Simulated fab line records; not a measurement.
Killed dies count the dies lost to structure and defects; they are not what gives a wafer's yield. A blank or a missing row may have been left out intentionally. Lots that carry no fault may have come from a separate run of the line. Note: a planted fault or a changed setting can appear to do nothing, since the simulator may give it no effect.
Chamber matching | flow n5-finfet | N5_BEOL_M1_ILD_DEP_00 on pecvd-02: 3 sister chambers
The step deposits SiOC from DEMS/O2, target thk 79 nm, time 15.3 s. 6 wafers are shown with their chamber, then 7 later ones without.

== WAFERS PAIRED WITH THEIR CHAMBERS ==
wafer  | chamber | throttle-valve-pct (%) | heater-power-w (W)
L081.4 | 0       | 12.9                   | 378
L081.5 | 1       | 11.9                   | 531
L084.4 | 0       | 12.8                   | 376
L084.6 | 2       | 11.2                   | 458
L089.1 | 1       | 12.1                   | 561
L089.2 | 2       | 11.3                   | 379

== WAFERS MISSING THEIR CHAMBER ==
wafer  | throttle-valve-pct (%) | heater-power-w (W)
L089.3 | 12.6                   | 401
L092.4 | 11.3                   | 459
L092.5 | 12.0                   | 501
L092.6 | 12.9                   | 445
L096.1 | 11.3                   | 374
L096.3 | 12.6                   | 444
L096.5 | 11.9                   | 515

== THE CHAMBER EACH PASSED THROUGH ==
wafer  | from the rows above | in truth
L089.3 | 0                   | 0
L092.4 | 2                   | 2
L092.5 | 1                   | 1
L092.6 | 0                   | 0
L096.1 | 2                   | 2
L096.3 | 0                   | 0
L096.5 | 1                   | 1
Correctly placed: 7 of 7. Left unplaced by these rows: 0. Placed wrongly: 0.
How it was worked out, from the rows above alone: a wafer's distance from a chamber is the root of the sum, over the readings, of the square of ((its reading less the chamber's mean) divided by the reading's scatter). If the next closest chamber is less than 2 further off than the closest, the wafer can't be placed; otherwise it belongs to the closest. A chamber's mean is the mean of its shown wafers. The scatter is the square root of a quotient: the sum, over the shown wafers, of each reading's squared deviation from its chamber's mean, divided by wafers minus chambers.
